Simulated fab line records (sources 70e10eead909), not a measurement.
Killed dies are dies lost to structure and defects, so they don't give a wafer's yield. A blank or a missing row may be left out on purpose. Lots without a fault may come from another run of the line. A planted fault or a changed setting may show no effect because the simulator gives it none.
Comparing a struck lot with a sound one / flow nand harc / 14 steps out of a route of 1302
Sound: the wafers L868.1, L868.2, L868.4. Struck: wafers L864.2, L864.4. (L864.5 of the same lot was not struck and is left out.) The cause comes at the end.
For every step that has rows: the tool of each side, followed by ch and its chambers, followed by its first start. Under that, the readings that differ: sound wafers / struck wafers / difference of the means / sigmas: that difference in standard deviations of wafers without a fault.
alike: readings with means less than 2 such deviations apart, plus words and numbers identical on both sides. not compared: withheld readings, readings lacking a value on some wafer, bounds such as >300 that could conceal the same value, and numbers that have no deviation in the record and whose values overlap.
A row with sigmas, a row that says differs or no value, or rows on one side alone: a step with any of these is where the two part. Numbers that don't overlap but have no deviation are shown without sigmas and don't part them. A reading missing from all wafers of one side parts the sides only when that side holds two or more wafers.

NHARC_A_CHANNEL_FILL_D2_ALD_15: deposits SiNx, target thk 2 nm, pulse time 60 s, ald cycles 19.
  sound on ald sin batch-01 ch 0; struck on ald sin batch-02 ch 0
  alike: precursor pulse height rel
  not compared: ald cycles
NHARC_A_CHANNEL_FILL_D2_ALD_16: deposits SiO2, target thk 1.5 nm, pulse time 10 s, ald cycles 15.
  sound on ald hk-02 ch 0,2,3, day 20 21:24; struck on ald hk-01 ch 0,3, day 19 03:33
reading=heater power w (W); sound=476 489 437; struck=399 391; difference=-72; sigmas=-2
reading=since wet clean h (h); sound=117 117 117; struck=128 128; difference=+11; sigmas=
  alike: precursor pulse height rel
  not compared: ald cycles
then, 2 steps without rows for these wafers: NHARC_A_CHANNEL_FILL_D2_ANNEAL_17 (time 1800 s); NHARC_A_CHANNEL_FILL_D2_CVD_18 (deposits poly-Si, target thk 3 nm).
NHARC_A_CHANNEL_FILL_D2_ETCHBACK_19: etches the open film in HBr/Cl2, target depth 5 nm, time 1.7 s.
  sound on rie si-02 ch 0,1,2, day 21 09:17; struck on rie si-01 ch 2,3, day 19 17:36
reading=rf hours counter h (h); sound=0.21 0.21 0.25; struck=0.43 0.40; difference=+0.19; sigmas=
  alike: chamber pressure mTorr, drypump motor current A, oes product au, throttle valve pct
NHARC_A_CHANNEL_FILL_D2_ETCHBACK_20: etches the open film in C4F8/O2/Ar, target depth 27 nm, time 13.5 s.
  sound on rie diel-07 ch 1,2,3, day 21 09:24; struck on rie diel-07 ch 1,3, day 19 17:52
reading=oes product au (a.u.); sound=1.002 1.004 0.981; struck=0.931 0.944; difference=-0.058; sigmas=-2
reading=rf hours counter h (h); sound=1 1 1; struck=4 5; difference=+4; sigmas=
  alike: chamber pressure mTorr, rf vpp V
then, 5 steps without rows for these wafers: NHARC_A_CHANNEL_FILL_D2_STRIP_28 (strips in O2, time 20 s); NHARC_A_CHANNEL_FILL_D2_PRECLEAN_21 (cleans in dHF, time 30 s); NHARC_A_CHANNEL_FILL_D2_SRD_23; NHARC_A_CHANNEL_FILL_D2_CVD_05 (deposits poly-Si, target thk 5 nm); NHARC_A_CHANNEL_FILL_D2_ANNEAL_22 (time 7200 s).
NHARC_A_CHANNEL_FILL_D2_ALD_25: deposits SiOx, target thk 60 nm, pulse time 10 s, ald cycles 600.
  sound on ald hk-01 ch 1,2,3, day 21 21:50; struck on ald hk-02 ch 0,1, day 20 06:36
reading=ald cycles; sound=600 600 600; struck=501 501; difference=-99; sigmas=
reading=since wet clean h (h); sound=19 17 17; struck=104 104; difference=+86; sigmas=
  alike: heater power w, precursor pulse height rel
NHARC_A_CHANNEL_FILL_D2_ETCHBACK_08: etches the open film in C4F8, target depth 220 nm, time 110 s.
  sound on rie diel-07 ch 0,1,3; struck on rie diel-07 ch 1
  alike: chamber pressure mTorr, oes product au, rf vpp V
  not compared: rf hours counter h
-- break in the record here, with 9 days between the starts of the struck wafers on either side (left off in module A_CHANNEL_FILL_D2, picked up again in module END, where the first step shown is number 1302 on the route) --
NHARC_END_SORT_01:
  sound on prober-01 ch 0, day 31 06:44; struck on prober-01 ch 0, day 29 12:04
  alike: killed at array, killed at other, killed at periphery, killed dies, killed open, killed short

## WHERE THEY PART
First at NHARC_A_CHANNEL_FILL_D2_ALD_16; last, within this record, at NHARC_A_CHANNEL_FILL_D2_ETCHBACK_20. Later steps at which nothing parts them and some readings are alike: NHARC_A_CHANNEL_FILL_D2_ALD_25, NHARC_A_CHANNEL_FILL_D2_ETCHBACK_08, NHARC_END_SORT_01.

WHY: whatever the simulator had introduced
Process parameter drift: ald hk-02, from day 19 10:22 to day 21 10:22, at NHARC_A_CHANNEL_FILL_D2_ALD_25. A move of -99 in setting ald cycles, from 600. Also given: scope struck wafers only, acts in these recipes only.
